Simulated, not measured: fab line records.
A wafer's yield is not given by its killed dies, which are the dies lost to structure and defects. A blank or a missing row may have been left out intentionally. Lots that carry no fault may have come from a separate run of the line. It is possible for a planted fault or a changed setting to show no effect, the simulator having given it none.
A struck lot beside a sound one | flow n5_finfet | 17 steps out of a route of 1938
Sound: the wafers L447.2, L447.4, L447.6. The struck wafers were L437.1, L437.4, L437.6. Last of all comes the cause.
Each step with rows lists, per side, the tool, then ch with its chambers, then its first start. Under that, the readings that differ: sound wafers | struck wafers | difference of the means | sigmas: that difference in standard deviations of wafers without a fault.
alike: words and numbers the same on both sides, and readings whose means are apart by under 2 such deviations; not compared: readings that were withheld, readings missing a value for some wafer, numbers with overlapping values and no deviation given by the record, and bounds like >300 which may hide the same value.
The two part at a step that has a row with sigmas, a row that says differs or no value, or rows on one side only. Numbers that don't overlap but have no deviation are shown without sigmas and don't part them. Lack of a reading on every wafer of one side parts them only where that side has two or more wafers.

first, 10 steps without rows for these wafers: N5_PMOS_HMC_CHANNEL_EPI_DESCUM_14 (chemistry O2, time 7.9 s); N5_PMOS_HMC_CHANNEL_EPI_ETCH_32 (etches BARC in N2/H2, stops on SiO2, target depth 85.8 nm, time 50.3 s); N5_PMOS_HMC_CHANNEL_EPI_HM_OPEN_15 (chemistry CHF3/O2, target SiO2, target depth 40.6 nm, time 20.3 s); N5_PMOS_HMC_CHANNEL_EPI_STRIP_33 (strips in N2/H2); N5_PMOS_HMC_CHANNEL_EPI_STRIP_17 (strips in SPM, time 750 s); N5_PMOS_HMC_CHANNEL_EPI_ETCH_38 (etches SiO2 in CF4, target depth 1.5 nm); N5_PMOS_HMC_CHANNEL_EPI_FIN_RECESS_16 (chemistry HBr/Cl2, target Si, target depth 54 nm, time 18 s); N5_PMOS_HMC_CHANNEL_EPI_PRECLEAN_36 (cleans in O3/DIW, time 45 s); N5_PMOS_HMC_CHANNEL_EPI_PRECLEAN_18 (cleans in DHF, time 30 s); N5_PMOS_HMC_CHANNEL_EPI_SRD_19 (time 30 s).
N5_PMOS_HMC_CHANNEL_EPI_EPI_20: deposits SiGe30, target thk 59 nm.
  struck on epi_rpcvd-01, day 3 14:32; sound on epi_rpcvd-04 ch 0, day 6 00:10
  no value came back on the struck wafers for chamber_pressure_Torr (Torr), lamp_inner_pct (%); on the sound wafers chamber_pressure_Torr (Torr) reads 19.96 19.95 19.92
then, 4 steps without rows for these wafers: N5_PMOS_HMC_CHANNEL_EPI_HM_STRIP_35 (strips SiO2 in dHF, material SiO2, target depth 39.6 nm, time 216 s); N5_PMOS_HMC_CHANNEL_EPI_SRD_39 (time 30 s); N5_PMOS_HMC_CHANNEL_EPI_CMP_21 (polishes SiGe30, target thk 54 nm); N5_PMOS_HMC_CHANNEL_EPI_PRECLEAN_40 (cleans in DHF, time 30 s).
N5_BEOL_M4_RC_MEAS_101:
  the record has rows for the sound wafers here (prober-02 ch 0, day 12 18:57) and none for the struck ones
-- the record jumps here: 11 days lie between the struck wafers' starts before and after (it left off in module BEOL_M4 and takes up again in module PASSIVATION, whose first step shown is number 1936 of the route) --
N5_PASSIVATION_PROBE_49:
  sound on prober-02 at day 17 21:32; struck on prober-01 at day 14 10:50
  reading                  | sound          | struck         | difference | sigmas
  defect_limited_yield (%) | 90.2 87.4 91.2 | 0 0 0          | -90        | -64
  killed_at_M0_to_M3       | 40 40 26       | 6 5 9          | -29        | -3
  killed_at_contacts       | 17 14 20       | 3 2 2          | -15        | -2
  killed_at_front_end      | 54 72 48       | 1165 1172 1164 | +1109      | +99 or more
  killed_dies              | 116 149 104    | 1180 1180 1180 | +1057      | +62
  killed_on_rim            | 12 17 16       | 152 152 152    | +137       | +33
  killed_open              | 80 100 75      | 15 8 14        | -73        | -6
  killed_short             | 36 43 28       | 7 7 8          | -28        | -4
  sort_bin_5_function (%)  | 5.9 8.1 5.3    | 74.8 74.4 76.3 | +68.7      | +73
  sort_n_pass              | 1064 1031 1076 | 0 0 0          | -1057      | -62
  sort_yield_pct (%)       | 90.2 87.4 91.2 | 0 0 0          | -90        | -60
  alike: killed_at_M4_up, killed_at_other, sort_bin_6_memory, sort_bin_8_speed

WHERE THEY PART
At N5_PMOS_HMC_CHANNEL_EPI_EPI_20 first; at N5_PASSIVATION_PROBE_49 last (within this record only).

WHY: what had been put in by the simulator
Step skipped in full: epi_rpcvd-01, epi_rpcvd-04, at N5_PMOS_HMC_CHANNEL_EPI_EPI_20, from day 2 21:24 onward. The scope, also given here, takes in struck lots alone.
